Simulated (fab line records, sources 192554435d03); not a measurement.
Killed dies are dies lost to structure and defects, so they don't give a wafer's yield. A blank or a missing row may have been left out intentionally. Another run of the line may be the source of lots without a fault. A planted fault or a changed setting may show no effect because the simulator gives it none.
Chamber matching / flow n5_finfet / N5_BEOL_M10_PECVD_70 on pecvd-04 has 3 sister chambers
The step deposits SiO2 from TEOS/O2, target thk 20 nm, time 22.7 s. 22 wafers are shown with their chamber, then 11 later ones without.

== WAFERS PAIRED WITH THEIR CHAMBERS ==
wafer=L075.2; chamber=2; throttle_valve_pct (%)=21.0; showerhead_plenum_p_Torr (Torr)=8.75; heater_power_w (W)=730
wafer=L075.4; chamber=2; throttle_valve_pct (%)=21.0; showerhead_plenum_p_Torr (Torr)=8.77; heater_power_w (W)=758
wafer=L075.6; chamber=0; throttle_valve_pct (%)=25.6; showerhead_plenum_p_Torr (Torr)=8.73; heater_power_w (W)=785
wafer=L078.1; chamber=2; throttle_valve_pct (%)=21.1; showerhead_plenum_p_Torr (Torr)=8.74; heater_power_w (W)=677
wafer=L078.5; chamber=2; throttle_valve_pct (%)=20.9; showerhead_plenum_p_Torr (Torr)=8.75; heater_power_w (W)=678
wafer=L078.6; chamber=0; throttle_valve_pct (%)=25.7; showerhead_plenum_p_Torr (Torr)=8.75; heater_power_w (W)=728
wafer=L083.2; chamber=0; throttle_valve_pct (%)=26.0; showerhead_plenum_p_Torr (Torr)=8.75; heater_power_w (W)=748
wafer=L083.4; chamber=1; throttle_valve_pct (%)=21.1; showerhead_plenum_p_Torr (Torr)=8.81; heater_power_w (W)=589
wafer=L083.6; chamber=0; throttle_valve_pct (%)=25.5; showerhead_plenum_p_Torr (Torr)=8.72; heater_power_w (W)=750
wafer=L082.3; chamber=0; throttle_valve_pct (%)=25.5; showerhead_plenum_p_Torr (Torr)=8.72; heater_power_w (W)=716
wafer=L082.4; chamber=0; throttle_valve_pct (%)=25.8; showerhead_plenum_p_Torr (Torr)=8.72; heater_power_w (W)=703
wafer=L082.6; chamber=1; throttle_valve_pct (%)=21.2; showerhead_plenum_p_Torr (Torr)=8.80; heater_power_w (W)=645
wafer=L086.2; chamber=2; throttle_valve_pct (%)=21.3; showerhead_plenum_p_Torr (Torr)=8.76; heater_power_w (W)=668
wafer=L086.3; chamber=1; throttle_valve_pct (%)=21.0; showerhead_plenum_p_Torr (Torr)=8.79; heater_power_w (W)=670
wafer=L086.5; chamber=0; throttle_valve_pct (%)=25.6; showerhead_plenum_p_Torr (Torr)=8.72; heater_power_w (W)=732
wafer=L087.1; chamber=1; throttle_valve_pct (%)=21.2; showerhead_plenum_p_Torr (Torr)=8.78; heater_power_w (W)=569
wafer=L087.4; chamber=2; throttle_valve_pct (%)=21.4; showerhead_plenum_p_Torr (Torr)=8.76; heater_power_w (W)=731
wafer=L087.5; chamber=1; throttle_valve_pct (%)=21.0; showerhead_plenum_p_Torr (Torr)=8.82; heater_power_w (W)=572
wafer=L088.2; chamber=0; throttle_valve_pct (%)=25.6; showerhead_plenum_p_Torr (Torr)=8.71; heater_power_w (W)=741
wafer=L088.4; chamber=2; throttle_valve_pct (%)=21.4; showerhead_plenum_p_Torr (Torr)=8.75; heater_power_w (W)=791
wafer=L088.5; chamber=1; throttle_valve_pct (%)=21.2; showerhead_plenum_p_Torr (Torr)=8.83; heater_power_w (W)=620
wafer=L091.1; chamber=2; throttle_valve_pct (%)=21.2; showerhead_plenum_p_Torr (Torr)=8.74; heater_power_w (W)=769

SIGNATURES, as means of the wafers listed above
reading=throttle_valve_pct; chamber 0=25.663; chamber 1=21.117; chamber 2=21.163; scatter within a chamber=0.163
reading=showerhead_plenum_p_Torr; chamber 0=8.7275; chamber 1=8.8050; chamber 2=8.7525; scatter within a chamber=0.0146
reading=heater_power_w; chamber 0=737.88; chamber 1=610.83; chamber 2=725.25; scatter within a chamber=38.4
Rule: a wafer lies at a distance from a chamber equal to the root of the sum of squares, over the readings, of (its reading less the chamber's mean, divided by the reading's scatter). The wafer belongs to the nearest chamber; if the next one is less than 2 further off, it can't be placed. The scatter: take each reading less its chamber's mean, square it, sum over the shown wafers, divide by the number of wafers less the number of chambers, and take the root.

== WAFERS WITH NO CHAMBER GIVEN ==
wafer=L091.5; throttle_valve_pct (%)=25.7; showerhead_plenum_p_Torr (Torr)=8.72; heater_power_w (W)=745
wafer=L091.6; throttle_valve_pct (%)=21.4; showerhead_plenum_p_Torr (Torr)=8.78; heater_power_w (W)=675
wafer=L093.1; throttle_valve_pct (%)=21.2; showerhead_plenum_p_Torr (Torr)=8.75; heater_power_w (W)=780
wafer=L093.4; throttle_valve_pct (%)=21.4; showerhead_plenum_p_Torr (Torr)=8.76; heater_power_w (W)=786
wafer=L093.6; throttle_valve_pct (%)=26.0; showerhead_plenum_p_Torr (Torr)=8.76; heater_power_w (W)=769
wafer=L095.3; throttle_valve_pct (%)=26.0; showerhead_plenum_p_Torr (Torr)=8.73; heater_power_w (W)=781
wafer=L095.5; throttle_valve_pct (%)=21.3; showerhead_plenum_p_Torr (Torr)=8.75; heater_power_w (W)=807
wafer=L095.6; throttle_valve_pct (%)=25.6; showerhead_plenum_p_Torr (Torr)=8.72; heater_power_w (W)=747
wafer=L096.1; throttle_valve_pct (%)=21.2; showerhead_plenum_p_Torr (Torr)=8.75; heater_power_w (W)=720
wafer=L096.4; throttle_valve_pct (%)=21.2; showerhead_plenum_p_Torr (Torr)=8.81; heater_power_w (W)=712
wafer=L096.5; throttle_valve_pct (%)=25.6; showerhead_plenum_p_Torr (Torr)=8.72; heater_power_w (W)=757

== EACH ONE'S CHAMBER ==
wafer=L091.5; from the rows above=0; in truth=0
wafer=L091.6; from the rows above=can't be placed: 2 or 1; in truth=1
wafer=L093.1; from the rows above=2; in truth=2
wafer=L093.4; from the rows above=2; in truth=2
wafer=L093.6; from the rows above=0; in truth=0
wafer=L095.3; from the rows above=0; in truth=0
wafer=L095.5; from the rows above=2; in truth=2
wafer=L095.6; from the rows above=0; in truth=0
wafer=L096.1; from the rows above=2; in truth=2
wafer=L096.4; from the rows above=can't be placed: 1 or 2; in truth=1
wafer=L096.5; from the rows above=0; in truth=0
Correct placement for 9 of the 11. Cannot be placed on the basis of these rows: 2; the candidates contain the true chamber in 2. Placed wrongly: 0.
